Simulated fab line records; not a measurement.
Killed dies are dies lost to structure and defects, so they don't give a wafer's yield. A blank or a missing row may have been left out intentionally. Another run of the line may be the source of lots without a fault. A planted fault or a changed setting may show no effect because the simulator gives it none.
Which tool did it? | flow n5-finfet | Sampling: 10 lots, 29 wafers, 5 of 1938 route steps

## WHAT THE GAUGES SHOWED, per wafer
N5_BEOL_M4_RC_MEAS_101.
lot  | measured     | on        | DIBL_N (mV/V)
L751 | day 10 20:59 | prober-02 | 35.1 39.1 37.9
L752 | day 12 07:51 | prober-01 | 33.3 34.5
L754 | day 11 20:04 | prober-01 | 39.1 38.2 36.7
L753 | day 12 02:29 | prober-01 | 36.3 33.2 36.7
L757 | day 12 13:42 | prober-02 | 35.9 31.9 35.3
L763 | day 13 09:17 | prober-02 | 34.9 35.4 34.2
L764 | day 15 08:49 | prober-02 | 37.5 32.3 33.1
L769 | day 15 19:40 | prober-02 | 36.0 34.3 38.8
L773 | day 16 04:26 | prober-02 | 39.9 36.0 35.4
L774 | day 17 10:15 | prober-01 | 37.5 40.1 37.4

## WHAT TOOL EACH LOT RAN ON (gives the tool, then ch and the chambers of the sampled wafers, and finally the start)
lot  | N5_BEOL_M1_SPUTTER_94        | N5_BEOL_M1_ANNEAL_95         | N5_BEOL_M2_HM_DEP_02         | N5_BEOL_M2_COAT_62
L751 | pvd-sputter-03, day 8 06:33  | pvd-sputter-03, day 8 06:38  | pvd-sputter-02, day 8 08:04  | litho-track-04 ch 0, day 8 08:11
L752 | pvd-sputter-01, day 8 06:46  | pvd-sputter-01, day 8 06:50  | pvd-sputter-01, day 8 08:59  | litho-track-04 ch 0, day 8 09:07
L754 | pvd-sputter-02, day 8 09:42  | pvd-sputter-02, day 8 09:47  | pvd-sputter-02, day 8 11:50  | litho-track-04 ch 0, day 8 11:58
L753 | pvd-sputter-03, day 8 10:28  | pvd-sputter-03, day 8 10:33  | pvd-sputter-02, day 8 12:23  | litho-track-04 ch 0, day 8 12:31
L757 | pvd-sputter-02, day 9 08:13  | pvd-sputter-02, day 9 08:18  | pvd-sputter-02, day 9 12:04  | litho-track-02 ch 0, day 9 12:11
L763 | pvd-sputter-02, day 9 15:12  | pvd-sputter-02, day 9 15:17  | pvd-sputter-03, day 9 17:50  | litho-track-04 ch 0, day 9 17:58
L764 | pvd-sputter-01, day 10 14:04 | pvd-sputter-01, day 10 14:09 | pvd-sputter-02, day 10 15:40 | litho-track-04 ch 0, day 10 15:47
L769 | pvd-sputter-01, day 11 14:44 | pvd-sputter-01, day 11 14:49 | pvd-sputter-03, day 11 19:16 | litho-track-02 ch 0, day 11 19:23
L773 | pvd-sputter-02, day 11 22:36 | pvd-sputter-02, day 11 22:41 | pvd-sputter-01, day 12 01:58 | litho-track-02 ch 0, day 12 02:05
L774 | pvd-sputter-03, day 12 10:22 | pvd-sputter-03, day 12 10:26 | pvd-sputter-01, day 12 12:31 | litho-track-05 ch 0, day 12 12:38
- N5_BEOL_M1_SPUTTER_94: material Cu, target thk 4.5 nm, time 8.29 s.
- N5_BEOL_M1_ANNEAL_95: time 240 s.
- N5_BEOL_M2_HM_DEP_02: deposits TiN, target thk 20 nm.
- N5_BEOL_M2_COAT_62: time 60 s, resist thk 12 nm.

## THE ANSWER, worked out from the rows above alone
Rule: usual is defined by the lots themselves. The widest of any qualifying gaps counts: lots, ordered by their means at a reading, are off when they make up no more than a third of the lots, leave a main group of 4 or more, and stand apart from it by 3 or more times the standard deviation of that group's means. If all means in a main group match to the digits the tables above print for the reading, that group is not used. A lot without any number at a reading at which 4 lots or more have one is off too. The other lots that the step has rows for count as sound.
Across all readings shown, no lot is off: no conclusion can be drawn from this.

## WHAT HAD BEEN PUT IN BY THE SIMULATOR
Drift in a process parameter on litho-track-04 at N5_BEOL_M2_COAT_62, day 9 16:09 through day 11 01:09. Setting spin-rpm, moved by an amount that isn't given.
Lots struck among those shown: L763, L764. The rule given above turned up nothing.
